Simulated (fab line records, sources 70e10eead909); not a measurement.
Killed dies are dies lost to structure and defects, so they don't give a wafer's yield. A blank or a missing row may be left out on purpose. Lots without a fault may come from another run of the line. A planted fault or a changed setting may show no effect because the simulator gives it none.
fab line records | flow nand_harc
record lots=24 wafers=72 last_day=33
route steps=1302 shown A_STAIRCASE@671
lots that met no fault: from a run of the same line without faults
start_h: hours from the record's first day to the start of the lot's first wafer shown | wait_h: hours since the lot's step before | " the same as in the row above | L1.1+2: a row that stands for several wafers | - no value, or no start given | * or withheld: withheld | < > ~ a bound
route shown NAME@n: a module of which the file shows steps, and the number in the route of the first | usual: mean/standard deviation of fault-free wafers | same: alike in all rows | chamber/n: place in a boat | sites: the reading at each site | _std_site: their standard deviation | _edge_site: outer sites' mean less inner sites' | radius_mm: how far each site lies from the wafer's centre | mask NAME#n: copy n | behind: the tool/chamber that last shaped the wafer | hold: why the lot was held/for how many hours/how that ended | device: the transistor (n, p or np) that didn't switch | end of line: the same wafers' tests at the end of the route | a step without rows: its recipe alone | killed: dies lost to structure and defects at the first sort, not the wafer's yield | map: a wafer's dies, x killed, . not, _ none there
set.NAME: the setting as run; set.NAME@STEP: as run at that earlier step | model.NAME: the simulator's own value behind a step, which no gauge read
steps of the route over a sample of lots; a table a step, a row a wafer
services: from which hour (start_h, from the record's first day; less than 0 if before it) a tool's chamber was out of use, for how many hours, and why
## steps
# step NHARC_A_STAIRCASE_ETCH_15
# recipe target_depth_a=1000 time_s=40.5 ion_energy_ev=400 c4f8_flow_sccm=20 o2_flow_sccm=10 ar_flow_sccm=withheld rf_w=600 bias_w=1000 chemistry=C4F8/O2
# usual oes_product_au=0.948/0.016 rf_vpp_V=895.1/2.9
# columns lot.wafer tool chamber start_h wait_h oes_product_au rf_hours_counter_h rf_vpp_V
L074.1 rie_diel-01 2 - - 0.933 45 896.8
L074.2 " 1 " " 0.935 47 894.4
L074.5 " 2 " " 0.932 - 896.3
L075.1 rie_diel-01 1 - - 0.940 55 896.8
L075.2 " 2 " " 0.949 53 896.7
L075.5 " 0 " " 0.947 - 891.8
L076.1 rie_diel-07 3 - - 0.961 18 895.3
L076.3 " 0 " " 0.959 27 900.6
L076.6 " 3 " " 0.953 - 896.4
L077.2 rie_diel-07 0 - - 0.948 32 902.0
L077.1 " 3 " " 0.948 23 896.0
L077.5 " 0 " " 0.942 - 902.3
L078.4 rie_diel-07 1 - - 0.943 35 900.5
L078.6 " 0 " " 0.926 - 902.1
L078.5 " 1 " " 0.951 - 898.3
L079.4 rie_diel-07 3 - - 0.958 27 895.1
L079.3 " 0 " " 0.948 36 901.9
L079.6 " 1 " " 0.955 - 898.8
L081.4 rie_diel-01 0 - - 0.955 13 891.3
L081.2 " 2 " " 0.937 6 895.2
L081.5 " 0 " " 0.968 - 891.3
L080.4 rie_diel-01 0 - - 0.956 14 891.4
L080.2 " 3 " " 0.955 13 892.4
L080.5 " 1 " " 0.912 - 893.0
L082.4 rie_diel-07 0 - - 0.951 43 901.2
L082.2 " 2 " " 0.948 46 894.2
L082.6 " 3 " " 0.967 - 895.3
L084.1 rie_diel-07 2 - - 0.928 52 893.6
L084.2 " 3 " " 0.951 41 893.7
L084.3 " 1 " " 0.978 57 898.4
L083.3 rie_diel-01 2 - - 0.952 15 896.9
L083.2 " 3 " " 0.967 20 892.8
L083.5 " 2 " " 0.950 - 895.5
L085.1 rie_diel-01 1 - - 0.936 21 894.6
L085.3 " 3 " " 0.952 21 893.4
L085.6 " 2 " " 0.947 - 895.5
L086.2 rie_diel-13 0 - - 0.949 42 897.2
L086.4 " 1 " " 0.974 43 893.7
L086.6 " 0 " " 0.952 - 895.8
L087.2 rie_diel-13 3 - - 0.929 45 893.9
L087.1 " 1 " " 0.958 45 892.3
L087.6 " 3 " " 0.940 - 892.9
L089.2 rie_diel-01 3 - - 0.963 35 895.6
L089.4 " 1 " " 0.923 32 894.4
L089.5 " 2 " " 0.959 - 895.3
L088.3 rie_diel-07 3 - - 0.955 7 894.3
L088.5 " 2 " " 0.945 - 891.1
L088.6 " 3 " " 0.946 - 895.5
L090.2 rie_diel-13 0 - - 0.942 55 896.7
L090.1 " 1 " " 0.950 53 892.6
L090.3 " 3 " " 0.923 56 893.1
L091.3 rie_diel-01 0 - - 0.974 44 891.8
L091.2 " 2 " " 0.957 34 894.9
L091.6 " 0 " " 0.977 - 892.5
L092.1 rie_diel-07 1 - - 0.936 13 898.8
L092.3 " 2 " " 0.941 14 892.9
L092.5 " 1 " " 0.950 - 898.3
L093.3 rie_diel-07 2 - - 0.949 21 893.3
L093.5 " 3 " " 0.947 - 894.8
L093.6 " 0 " " 0.968 - 899.9
L094.4 rie_diel-13 1 - - 0.957 9 891.4
L094.1 " 0 " " 0.928 9 896.3
L094.5 " 1 " " 0.960 - 892.1
L096.4 rie_diel-07 3 - - 0.945 25 894.2
L096.5 " 0 " " 0.964 - 901.0
L096.6 " 1 " " 0.950 - 896.5
L095.1 rie_diel-13 2 - - 0.937 12 892.6
L095.4 " 0 " " 0.944 12 896.1
L095.5 " 2 " " 0.940 - 891.2
L097.1 rie_diel-01 0 - - 0.981 4 891.3
L097.4 " 1 " " 0.941 4 892.7
L097.3 " 2 " " 0.931 6 893.9
# step NHARC_A_STAIRCASE_ETCH_23
# recipe target_depth_a=1000 time_s=40.5 ion_energy_ev=400 c4f8_flow_sccm=20 o2_flow_sccm=10 ar_flow_sccm=withheld rf_w=600 bias_w=1000 chemistry=C4F8/O2
# usual oes_product_au=0.949/0.015 rf_vpp_V=895.2/2.9
# columns lot.wafer tool chamber start_h wait_h oes_product_au rf_hours_counter_h rf_vpp_V
L074.1 rie_diel-01 0 - - 0.937 45 894.2
L074.2 " 2 " " 0.944 46 896.3
L074.5 " 0 " " 0.935 - 892.3
L075.2 rie_diel-01 1 - - 0.937 55 893.3
L075.1 " 3 " " 0.970 48 893.7
L075.5 " 1 " " 0.946 - 895.7
L076.3 rie_diel-01 2 - - 0.949 55 895.5
L076.1 " 3 " " 0.955 49 893.9
L076.6 " 1 " " 0.954 - 894.8
L077.2 rie_diel-13 2 - - 0.942 15 891.8
L077.1 " 3 " " 0.959 14 895.5
L077.5 " 3 " " 0.949 - 894.0
L078.4 rie_diel-07 2 - - 0.949 33 894.6
L078.6 " 0 " " 0.927 - 900.9
L078.5 " 1 " " 0.971 - 898.3
L079.4 rie_diel-01 2 - - 0.938 4 896.0
L079.3 " 3 " " 0.954 4 893.7
L079.6 " 2 " " 0.947 - 896.6
L081.4 rie_diel-13 2 - - 0.949 29 892.6
L081.2 " 1 " " 0.973 26 893.4
L081.5 " 3 " " 0.947 - 894.4
L080.4 rie_diel-01 0 - - 0.970 14 890.6
L080.2 " 3 " " 0.950 13 894.6
L080.5 " 1 " " 0.931 - 894.4
L082.4 rie_diel-07 1 - - 0.948 49 897.2
L082.2 " 3 " " 0.951 35 894.1
L082.6 " 2 " " 0.935 - 892.1
L084.3 rie_diel-07 0 - - 0.928 52 900.4
L084.1 " 1 " " 0.961 57 898.4
L084.2 " 2 " " 0.933 52 892.9
L083.3 rie_diel-01 2 - - 0.951 15 895.5
L083.2 " 3 " " 0.942 20 895.1
L083.5 " 3 " " 0.944 - 895.3
L085.1 rie_diel-07 2 - - 0.946 53 893.4
L085.3 " 3 " " 0.954 42 894.1
L085.6 " 0 " " 0.942 - 901.1
L086.4 rie_diel-13 1 - - 0.958 44 892.1
L086.2 " 2 " " 0.929 47 892.8
L086.6 " 1 " " 0.960 - 892.5
L087.2 rie_diel-01 2 - - 0.955 25 894.9
L087.1 " 3 " " 0.960 33 891.7
L087.6 " 2 " " 0.971 - 894.4
L089.2 rie_diel-07 3 - - 0.972 2 894.6
L089.4 " 1 " " 0.947 3 898.4
L089.5 " 2 " " 0.964 - 892.9
L088.3 rie_diel-07 0 - - 0.949 7 900.3
L088.6 " 1 " " 0.930 - 898.5
L088.5 " 2 " " 0.949 - 891.8
L090.1 rie_diel-13 0 - - 0.927 55 895.6
L090.2 " 1 " " 0.963 54 891.2
L090.3 " 3 " " 0.923 56 893.2
L091.3 rie_diel-01 2 - - 0.962 35 895.7
L091.2 " 3 " " 0.969 42 893.3
L091.6 " 2 " " 0.962 - 896.8
L092.1 rie_diel-07 3 - - 0.928 14 893.9
L092.3 " 0 " " 0.926 15 900.6
L092.5 " 0 " " 0.928 - 901.9
L093.3 rie_diel-07 0 - - 0.942 19 899.6
L093.6 " 2 " " 0.956 - 892.0
L093.5 " 3 " " 0.954 - 894.4
L094.1 rie_diel-07 3 - - 0.952 21 893.0
L094.4 " 0 " " 0.973 22 900.1
L094.5 " 1 " " 0.956 - 897.3
L096.4 rie_diel-07 1 - - 0.945 31 896.6
L096.5 " 0 " " 0.964 - 899.7
L096.6 " 1 " " 0.938 - 899.2
L095.1 rie_diel-01 2 - - 0.934 1 895.7
L095.4 " 3 " " 0.972 1 892.9
L095.5 " 1 " " 0.943 - 892.9
L097.3 rie_diel-07 3 - - 0.935 29 894.5
L097.4 " 0 " " 0.957 33 900.8
L097.1 " 1 " " 0.962 36 898.5
# step NHARC_A_STAIRCASE_TRIM_187
# recipe time_s=211.2 o2_flow_sccm=500 ar_flow_sccm=0 bias_w=0 chemistry=O2
# usual drypump_motor_current_A=5.7/0.49 mfc_ar_sccm=0.013/0.01 oes_product_au=1.002/0.015 rf_vpp_V=57.6/0.88 showerhead_plenum_p_Torr=3.50/0.08 throttle_valve_pct=17.037/0.0085
# columns lot.wafer tool chamber start_h wait_h drypump_motor_current_A mfc_ar_sccm oes_product_au rf_hours_counter_h rf_vpp_V showerhead_plenum_p_Torr throttle_valve_pct
L074.2 rie_diel-01 1 349.59 0.1 4.8 0.021 0.997 49 58.4 3.51 17.032
L074.1 " 0 " " 6.3 0 1.010 45 56.5 3.42 17.034
L074.5 " 1 " " 4.8 0.021 1.002 - 57.5 3.51 17.038
L075.1 rie_diel-13 3 367.25 0.1 6.2 0.023 0.977 5 60.3 3.49 17.053
L075.2 " 1 " " 5.7 0.008 1.009 5 57.9 3.44 17.038
L075.5 " 2 " " 5.9 0.026 0.978 - 58.2 3.45 17.047
L076.3 rie_diel-07 3 368.34 0.1 5.0 0.015 1.016 19 57.7 3.51 17.042
L076.1 " 1 " " 6.3 0.014 1.008 29 56.5 3.62 17.054
L076.6 " 3 " " 5.0 0.015 1.016 - 57.3 3.51 17.030
L077.1 rie_diel-07 0 391.35 0.1 5.6 0 0.999 33 56.8 3.67 17.037
L077.2 " 2 " " 6.2 0 0.999 34 58.2 3.45 17.033
L077.5 " 3 " " 5.0 0.015 1.004 - 58.3 3.50 17.033
L078.4 rie_diel-07 3 391.75 0.3 5.0 0.015 1.006 24 57.3 3.50 17.041
L078.6 " 0 " " 5.5 0 1.007 - 57.3 3.67 17.042
L078.5 " 1 " " 6.3 0.014 1.026 - 58.5 3.61 17.025
L079.3 rie_diel-07 1 402.32 0.1 6.2 0.014 1.007 40 58.3 3.61 17.024
L079.4 " 2 " " 6.2 0 0.996 37 59.0 3.45 17.040
L079.6 " 3 " " 5.0 0.015 1.019 - 58.9 3.50 17.050
L081.2 rie_diel-07 2 426.00 0.6 6.2 0 1.012 45 57.4 3.44 17.034
L081.4 " 3 " " 5.0 0.015 1.007 34 58.0 3.50 17.047
L081.5 " 1 " " 6.3 0.014 1.022 - 57.5 3.61 17.035
L080.2 rie_diel-13 2 427.95 0.1 5.9 0.026 0.995 30 58.9 3.44 17.045
L080.4 " 3 " " 6.3 0.023 0.989 27 58.1 3.48 17.040
L080.5 " 2 " " 5.9 0.026 0.996 - 57.6 3.44 17.049
L082.2 rie_diel-01 1 431.48 0.1 4.8 0.021 0.980 13 55.7 3.49 17.043
L082.4 " 2 " " 5.2 0.022 0.996 9 58.5 3.52 17.035
L082.6 " 1 " " 4.8 0.021 0.985 - 57.1 3.49 17.045
L084.1 rie_diel-07 1 456.64 0.1 6.2 0.014 1.000 57 58.4 3.60 17.047
L084.2 " 2 " " 6.2 0 0.982 53 58.0 3.44 17.030
L084.3 " 3 " " 5.0 0.015 0.993 41 57.3 3.49 17.051
L083.3 rie_diel-01 0 457.48 0.1 6.3 0 1.017 25 57.1 3.40 17.050
L083.2 " 1 " " 4.8 0.021 0.978 22 57.7 3.49 17.039
L083.5 " 0 " " 6.4 0 1.020 - 57.3 3.40 17.045
L085.1 rie_diel-13 2 459.96 0.1 5.9 0.026 0.991 39 57.6 3.43 17.031
L085.3 " 1 " " 5.7 0.008 1.028 35 58.0 3.43 17.038
L085.6 " 3 " " 6.3 0.023 0.995 - 58.2 3.47 17.033
L086.4 rie_diel-13 1 478.29 0.1 5.7 0.008 1.020 44 56.9 3.42 17.041
L086.2 " 0 " " 5.4 0.026 1.000 42 57.7 3.55 17.036
L086.6 " 1 " " 5.7 0.008 1.028 - 56.1 3.42 17.024
L087.1 rie_diel-13 3 484.86 0.1 6.3 0.023 0.985 46 57.3 3.47 17.047
L087.2 " 0 " " 5.4 0.026 1.001 45 59.4 3.55 17.039
L087.6 " 3 " " 6.2 0.023 0.990 - 58.7 3.47 17.030
L089.4 rie_diel-07 3 501.78 2.9 5.0 0.015 1.002 4 57.2 3.49 17.041
L089.2 " 1 " " 6.2 0.014 1.007 7 58.7 3.60 17.034
L089.5 " 0 " " 5.6 0 1.021 - 57.2 3.65 17.038
L088.3 rie_diel-13 0 515.78 0.1 5.4 0.026 0.992 55 56.3 3.54 17.016
L088.6 " 1 " " 5.7 0.008 1.009 - 58.9 3.42 17.037
L088.5 " 2 " " 5.9 0.026 0.985 - 56.4 3.42 17.031
L090.3 rie_diel-07 0 516.12 0.1 5.5 0 1.019 8 57.6 3.65 17.031
L090.1 " 2 " " 6.2 0 1.008 11 57.8 3.43 17.036
L090.2 " 3 " " 5.0 0.015 1.005 7 58.6 3.49 17.035
L091.3 rie_diel-01 3 516.28 0.1 5.6 0 1.008 43 57.7 3.45 17.044
L091.2 " 0 " " 6.3 0 1.036 45 57.8 3.39 17.025
L091.6 " 0 " " 6.3 0 1.034 - 56.3 3.39 17.028
L092.1 rie_diel-01 1 532.60 0.1 4.8 0.021 0.982 48 57.3 3.47 17.046
L092.3 " 0 " " 6.4 0 1.034 52 57.8 3.38 17.039
L092.5 " 2 " " 5.3 0.022 1.000 - 57.7 3.50 17.048
L093.3 rie_diel-07 2 544.61 0.1 6.2 0 1.009 22 58.4 3.42 17.034
L093.5 " 2 " " 6.2 0 0.996 - 56.8 3.42 17.040
L093.6 " 3 " " 5.0 0.015 0.998 - 56.3 3.48 17.039
L094.4 rie_diel-13 0 562.39 0.1 5.4 0.026 0.992 10 57.4 3.53 17.045
L094.1 " 3 " " 6.2 0.023 0.992 5 56.1 3.46 17.036
L094.5 " 1 " " 5.7 0.008 0.998 - 54.4 3.41 17.032
L096.4 rie_diel-13 1 574.30 0.1 5.7 0.008 0.994 13 57.5 3.41 17.029
L096.6 " 2 " " 5.9 0.026 0.995 - 58.3 3.41 17.041
L096.5 " 3 " " 6.2 0.023 0.966 - 57.1 3.45 17.050
L095.1 rie_diel-01 3 574.58 0.1 5.6 0 1.018 1 58.2 3.44 17.035
L095.4 " 0 " " 6.3 0 1.015 1 57.1 3.38 17.034
L095.5 " 1 " " 4.9 0.021 0.988 - 58.7 3.47 17.025
L097.3 rie_diel-01 3 586.79 0.1 5.6 0 1.030 6 57.6 3.44 17.047
L097.1 " 1 " " 4.8 0.021 0.983 5 57.4 3.46 17.024
L097.4 " 2 " " 5.3 0.022 0.990 7 57.2 3.49 17.040
# step NHARC_A_STAIRCASE_TRIM_222
# recipe time_s=211.2 o2_flow_sccm=500 ar_flow_sccm=0 bias_w=0 chemistry=O2
# usual drypump_motor_current_A=5.7/0.45 mfc_ar_sccm=0.015/0.01 oes_product_au=1.003/0.016 rf_vpp_V=57.7/0.81 showerhead_plenum_p_Torr=3.48/0.067 throttle_valve_pct=17.037/0.0098
# columns lot.wafer tool chamber start_h wait_h drypump_motor_current_A mfc_ar_sccm oes_product_au rf_hours_counter_h rf_vpp_V showerhead_plenum_p_Torr throttle_valve_pct
L074.1 rie_diel-13 3 - - 6.2 0.023 0.991 0 57.4 3.49 17.043
L074.2 " 1 " " 5.7 0.008 1.025 0 57.2 3.44 17.030
L074.5 " 2 " " 5.9 0.026 0.989 - 56.9 3.45 17.017
L075.1 rie_diel-01 1 - - 4.8 0.021 0.989 58 57.8 3.50 17.034
L075.2 " 2 " " 5.3 0.022 1.002 57 56.3 3.53 17.042
L075.5 " 2 " " 5.3 0.022 1.003 - 58.6 3.53 17.032
L076.3 rie_diel-13 0 - - 5.4 0.026 0.993 6 58.4 3.57 17.025
L076.1 " 3 " " 6.2 0.023 0.992 6 58.6 3.49 17.023
L076.6 " 1 " " 5.7 0.008 1.017 - 57.4 3.44 17.041
L077.1 rie_diel-07 0 - - 5.5 0 0.991 35 58.4 3.67 17.051
L077.2 " 1 " " 6.3 0.014 1.021 38 59.4 3.61 17.024
L077.5 " 3 " " 5.0 0.015 1.006 - 56.8 3.50 17.037
L078.6 rie_diel-01 2 - - 5.3 0.022 1.002 - 58.2 3.53 17.038
L078.4 " 3 " " 5.7 0 1.009 - 57.7 3.47 17.059
L078.5 " 0 " " 6.3 0 1.024 - 57.1 3.41 17.043
L079.4 rie_diel-13 0 - - 5.4 0.026 1.014 18 58.0 3.56 17.037
L079.3 " 1 " " 5.7 0.008 1.033 17 57.2 3.44 17.046
L079.6 " 0 " " 5.4 0.026 1.000 - 57.3 3.56 17.024
L081.4 rie_diel-01 0 - - 6.3 0 1.019 16 57.3 3.40 17.047
L081.2 " 2 " " 5.3 0.022 1.001 9 57.4 3.52 17.040
L081.5 " 0 " " 6.3 0 1.030 - 56.2 3.40 17.024
L080.4 rie_diel-13 2 - - 5.9 0.026 0.981 31 57.8 3.44 17.065
L080.2 " 3 " " 6.2 0.023 0.982 29 57.1 3.48 17.027
L080.5 " 2 " " 5.9 0.026 0.984 - 58.5 3.44 17.031
L082.2 rie_diel-13 3 - - 6.2 0.023 0.987 29 58.0 3.48 17.026
L082.4 " 0 " " 5.4 0.026 1.007 28 57.8 3.55 17.038
L082.6 " 2 " " 5.9 0.026 0.974 - 57.6 3.44 17.034
L084.3 rie_diel-01 2 - - 5.3 0.022 1.019 17 58.2 3.52 17.039
L084.2 " 3 " " 5.6 0 1.012 22 56.2 3.46 17.045
L084.1 " 1 " " 4.8 0.021 0.981 23 58.0 3.49 17.032
L083.2 rie_diel-13 3 - - 6.3 0.023 1.002 38 57.8 3.47 17.029
L083.3 " 2 " " 5.9 0.026 1.001 39 56.6 3.43 17.051
L083.5 " 0 " " 5.4 0.026 1.009 - 57.5 3.55 17.043
L085.3 rie_diel-13 0 - - 5.4 0.026 1.013 37 58.7 3.55 17.041
L085.1 " 1 " " 5.6 0.008 1.026 36 57.2 3.43 17.056
L085.6 " 1 " " 5.7 0.008 1.027 - 57.4 3.43 17.040
L086.4 rie_diel-13 1 - - 5.7 0.008 1.032 46 57.7 3.42 17.030
L086.2 " 2 " " 5.9 0.026 0.973 50 56.2 3.43 17.056
L086.6 " 2 " " 5.9 0.026 0.982 - 58.3 3.43 17.029
L087.1 rie_diel-07 3 - - 5.0 0.015 1.009 1 57.7 3.49 17.043
L087.2 " 0 " " 5.5 0 1.009 2 57.5 3.66 17.044
L087.6 " 3 " " 5.0 0.015 1.017 - 59.2 3.49 17.034
L089.4 rie_diel-13 2 - - 5.9 0.026 0.992 55 58.2 3.42 17.029
L089.2 " 3 " " 6.3 0.023 0.983 54 57.2 3.46 17.021
L089.5 " 0 " " 5.4 0.026 1.002 - 57.9 3.54 17.027
L088.3 rie_diel-01 2 - - 5.2 0.022 1.010 37 58.2 3.51 17.044
L088.6 " 0 " " 6.3 0 1.032 - 57.5 3.39 17.021
L088.5 " 1 " " 4.8 0.021 0.995 - 57.6 3.48 17.036
L091.3 rie_diel-07 2 - - 6.2 0 1.007 13 58.2 3.43 17.036
L091.2 " 3 " " 5.0 0.015 1.009 9 57.0 3.49 17.048
L091.6 " 0 " " 5.5 0 1.013 - 58.0 3.65 17.049
L090.3 rie_diel-01 1 - - 4.8 0.021 0.984 42 59.7 3.48 17.042
L090.2 " 2 " " 5.3 0.022 1.012 38 58.2 3.51 17.046
L090.1 " 3 " " 5.6 0 1.002 45 57.2 3.45 17.031
L092.3 rie_diel-13 3 - - 6.3 0.023 0.989 0 57.6 3.46 17.025
L092.1 " 0 " " 5.4 0.026 0.978 5 57.6 3.54 17.023
L092.5 " 1 " " 5.6 0.008 1.010 - 57.2 3.41 17.038
L093.3 rie_diel-07 1 - - 6.3 0.014 1.008 22 57.0 3.59 17.040
L093.5 " 2 " " 6.2 0 1.008 - 57.6 3.42 17.035
L093.6 " 3 " " 5.0 0.015 1.005 - 57.3 3.48 17.041
L094.1 rie_diel-07 1 - - 6.3 0.014 1.011 29 58.2 3.58 17.035
L094.4 " 3 " " 5.0 0.015 1.000 24 58.7 3.48 17.056
L094.5 " 2 " " 6.2 0 1.013 - 58.5 3.42 17.038
L095.1 rie_diel-13 3 - - 6.2 0.023 0.979 11 56.7 3.45 17.031
L095.4 " 0 " " 5.3 0.026 0.993 - 56.7 3.53 17.036
L095.5 " 1 " " 5.7 0.008 0.993 - 56.3 3.41 17.037
L096.4 rie_diel-13 0 - - 5.4 0.026 0.986 - 57.3 3.53 17.031
L096.5 " 3 " " 6.2 0.023 0.971 - 57.5 3.45 17.028
L096.6 " 0 " " 5.4 0.026 0.989 - 57.3 3.53 17.048
L097.1 rie_diel-13 3 - - 6.2 0.023 0.984 20 56.9 3.45 17.032
L097.3 " 0 " " 5.4 0.026 0.993 25 57.6 3.52 17.046
L097.4 " 2 " " 5.9 0.026 0.990 20 57.6 3.41 17.046
# step NHARC_A_STAIRCASE_ETCH_230
# recipe target_depth_a=1000 time_s=40.5 ion_energy_ev=400 c4f8_flow_sccm=20 o2_flow_sccm=10 ar_flow_sccm=withheld rf_w=600 bias_w=1000 chemistry=C4F8/O2
# usual oes_product_au=0.959/0.021 rf_vpp_V=895/3.1
# columns lot.wafer tool chamber start_h wait_h oes_product_au rf_hours_counter_h rf_vpp_V
L074.2 rie_diel-01 0 - - 0.990 47 892
L074.1 " 2 " " 0.962 49 897
L074.5 " 0 " " 0.986 - 892
L075.1 rie_diel-01 3 - - 0.951 52 894
L075.2 " 0 " " 0.956 53 892
L075.5 " 0 " " 0.954 - 892
L076.1 rie_diel-07 3 - - 0.977 20 895
L076.3 " 0 " " 0.975 29 901
L076.6 " 3 " " 0.978 - 895
L077.2 rie_diel-07 3 - - 0.947 26 896
L077.1 " 0 " " 0.951 35 900
L077.5 " 0 " " 0.940 - 900
L078.6 rie_diel-01 3 - - 0.949 - 895
L078.5 " 0 " " 0.962 - 891
L078.4 " 2 " " 0.957 - 895
L079.4 rie_diel-13 2 - - 0.924 21 893
L079.3 " 0 " " 0.949 19 897
L079.6 " 1 " " 0.980 - 892
L081.2 rie_diel-07 2 - - 0.987 47 894
L081.4 " 3 " " 0.992 35 894
L081.5 " 1 " " 0.975 - 901
L080.2 rie_diel-01 2 - - 0.977 10 895
L080.4 " 0 " " 0.994 17 893
L080.5 " 2 " " 0.973 - 894
L082.4 rie_diel-01 2 - - 0.955 11 895
L082.2 " 0 " " 1.004 18 893
L082.6 " 2 " " 0.955 - 898
L084.1 rie_diel-01 3 - - 0.966 23 895
L084.2 " 0 " " 0.969 26 892
L084.3 " 1 " " 0.923 23 894
L083.3 rie_diel-07 2 - - 0.976 54 893
L083.2 " 3 " " 0.979 43 896
L083.5 " 3 " " 0.979 - 896
L085.1 rie_diel-07 0 - - 0.974 55 902
L085.3 " 3 " " 0.983 44 895
L085.6 " 0 " " 0.972 - 901
L086.2 rie_diel-07 2 - - 0.975 1 893
L086.6 " 0 " " 0.978 - 898
L086.4 " 1 " " 0.969 - 898
L087.1 rie_diel-13 1 - - 0.990 48 891
L087.2 " 3 " " 0.938 47 893
L087.6 " 1 " " 0.984 - 893
L089.2 rie_diel-01 1 - - 0.952 37 894
L089.4 " 2 " " 0.964 33 895
L089.5 " 1 " " 0.949 - 896
L088.3 rie_diel-01 3 - - 0.957 45 893
L088.6 " 3 " " 0.944 - 893
L088.5 " 0 " " 0.988 - 890
L091.3 rie_diel-07 2 - - 0.933 13 894
L091.2 " 3 " " 0.931 9 893
L091.6 " 1 " " 0.932 - 901
L090.2 rie_diel-07 3 - - 0.948 9 895
L090.3 " 0 " " 0.968 10 900
L090.1 " 1 " " 0.939 12 898
L092.1 rie_diel-13 3 - - 0.934 1 893
L092.3 " 0 " " 0.939 6 896
L092.5 " 0 " " 0.945 - 896
L093.3 rie_diel-07 3 - - 0.953 19 895
L093.6 " 0 " " 0.957 - 901
L093.5 " 1 " " 0.950 - 898
L094.4 rie_diel-13 1 - - 0.985 11 891
L094.1 " 3 " " 0.946 7 894
L094.5 " 1 " " 0.989 - 891
L095.1 rie_diel-13 0 - - 0.931 16 897
L095.5 " 3 " " 0.907 - 895
L095.4 " 1 " " 0.928 - 891
L096.4 rie_diel-13 2 - - 0.938 - 891
L096.6 " 3 " " 0.925 - 893
L096.5 " 0 " " 0.934 - 895
L097.3 rie_diel-01 0 - - 0.994 9 889
L097.4 " 1 " " 0.971 8 894
L097.1 " 2 " " 0.945 10 895
# step NHARC_A_STAIRCASE_STRIP_238
# recipe power_w=1500 temp_c=250 chemistry=O2
# usual drypump_motor_current_A=5.6/0.4 heater_power_w=330/36
# columns lot.wafer tool chamber start_h wait_h drypump_motor_current_A heater_power_w rf_hours_counter_h
L074.1 plasma_asher-01 1 356.07 0.1 5.2 321 1
L074.2 " 0 " " 5.3 362 1
L074.5 " 1 " " 5.2 326 -
L075.1 plasma_asher-02 1 373.82 0.1 6.2 380 25
L075.2 " 0 " " 5.7 285 25
L075.5 " 1 " " 6.2 379 -
L076.1 plasma_asher-01 1 374.13 0.1 5.2 313 5
L076.3 " 1 " " 5.2 316 -
L076.6 " 0 " " 5.3 359 -
L077.1 plasma_asher-01 0 398.16 0.1 5.3 349 9
L077.2 " 1 " " 5.2 317 9
L077.5 " 0 " " 5.3 355 -
L078.4 plasma_asher-02 1 398.80 0.2 6.2 385 -
L078.6 " 1 " " 6.2 391 -
L078.5 " 0 " " 5.7 288 -
L079.4 plasma_asher-02 1 408.15 0.2 6.2 381 -
L079.3 " 0 " " 5.7 289 -
L079.6 " 0 " " 5.7 276 -
L081.2 plasma_asher-01 0 431.78 0.1 5.3 359 17
L081.4 " 1 " " 5.2 313 -
L081.5 " 1 " " 5.2 311 -
L080.2 plasma_asher-01 1 434.13 0.3 5.2 324 18
L080.4 " 1 " " 5.2 309 -
L080.5 " 0 " " 5.2 360 -
L082.2 plasma_asher-01 1 437.48 0.1 5.2 317 19
L082.4 " 0 " " 5.3 351 -
L082.6 " 0 " " 5.3 348 -
L084.2 plasma_asher-02 0 462.62 0.1 5.8 276 6
L084.1 " 1 " " 6.2 376 6
L084.3 " 0 " " 5.7 285 -
L083.2 plasma_asher-01 0 463.29 0.1 5.3 352 24
L083.3 " 1 " " 5.2 319 -
L083.5 " 1 " " 5.2 313 -
L085.1 plasma_asher-01 1 465.81 0.1 5.2 313 25
L085.3 " 0 " " 5.2 357 -
L085.6 " 0 " " 5.3 350 -
L086.2 plasma_asher-02 0 484.88 0.1 5.7 275 11
L086.4 " 0 " " 5.7 275 -
L086.6 " 0 " " 5.7 284 -
L087.2 plasma_asher-01 0 491.33 0.1 5.3 364 29
L087.1 " 1 " " 5.2 311 29
L087.6 " 0 " " 5.3 359 -
L089.2 plasma_asher-01 0 507.87 0.1 5.3 360 32
L089.4 " 0 " " 5.3 354 -
L089.5 " 0 " " 5.3 358 -
L088.3 plasma_asher-02 0 522.07 0.2 5.7 277 -
L088.5 " 1 " " 6.2 365 -
L088.6 " 0 " " 5.7 285 -
L091.2 plasma_asher-02 0 522.51 0.1 5.7 282 18
L091.3 " 0 " " 5.7 280 -
L091.6 " 0 " " 5.7 278 -
L090.1 plasma_asher-02 1 522.77 0.1 6.2 360 19
L090.2 " 0 " " 5.7 280 19
L090.3 " 1 " " 6.2 367 -
L092.1 plasma_asher-02 1 539.00 0.1 6.2 369 23
L092.3 " 1 " " 6.2 369 -
L092.5 " 0 " " 5.7 288 -
L093.3 plasma_asher-02 1 550.36 0.2 6.2 373 -
L093.5 " 1 " " 6.2 367 -
L093.6 " 0 " " 5.7 280 -
L094.1 plasma_asher-02 1 568.36 0.1 6.2 367 28
L094.4 " 0 " " 5.7 274 -
L094.5 " 1 " " 6.2 371 -
L095.1 plasma_asher-02 0 582.71 0.1 5.7 281 31
L095.4 " 0 " " 5.7 285 -
L095.5 " 0 " " 5.7 283 -
L096.4 plasma_asher-01 1 584.41 0.2 5.2 320 -
L096.5 " 1 " " 5.2 315 -
L096.6 " 0 " " 5.3 335 -
L097.1 plasma_asher-01 1 594.72 0.1 5.2 317 13
L097.3 " 0 " " 5.3 337 -
L097.4 " 1 " " 5.2 311 -
## services
# columns tool chamber start_h hours kind
rie_diel-07 0 327.70 - clean
rie_diel-07 1 327.70 - clean
rie_diel-07 2 327.70 - clean
rie_diel-07 3 327.70 - clean
rie_diel-07 3 334.27 14.8 repair
rie_diel-01 3 336.93 3.0 repair
rie_diel-13 - 342.00 9.0 pm
plasma_asher-01 - 342.28 9.0 pm
rie_diel-07 0 352.20 - clean
rie_diel-07 1 352.20 - clean
rie_diel-07 2 352.20 - clean
rie_diel-07 3 352.20 - clean
rie_diel-07 - 377.09 0.3 repair
rie_diel-01 - 383.59 9.0 pm
rie_diel-13 3 393.56 9.1 repair
rie_diel-01 2 404.83 14.1 repair
plasma_asher-02 - 426.16 9.0 pm
rie_diel-01 - 434.14 0.6 repair
rie_diel-07 - 471.41 9.0 pm
rie_diel-13 - 519.00 9.0 pm
plasma_asher-01 - 519.28 9.0 pm
rie_diel-01 - 539.76 0.4 repair
rie_diel-01 - 560.59 9.0 pm
rie_diel-07 3 594.49 7.4 repair
## key
fault none
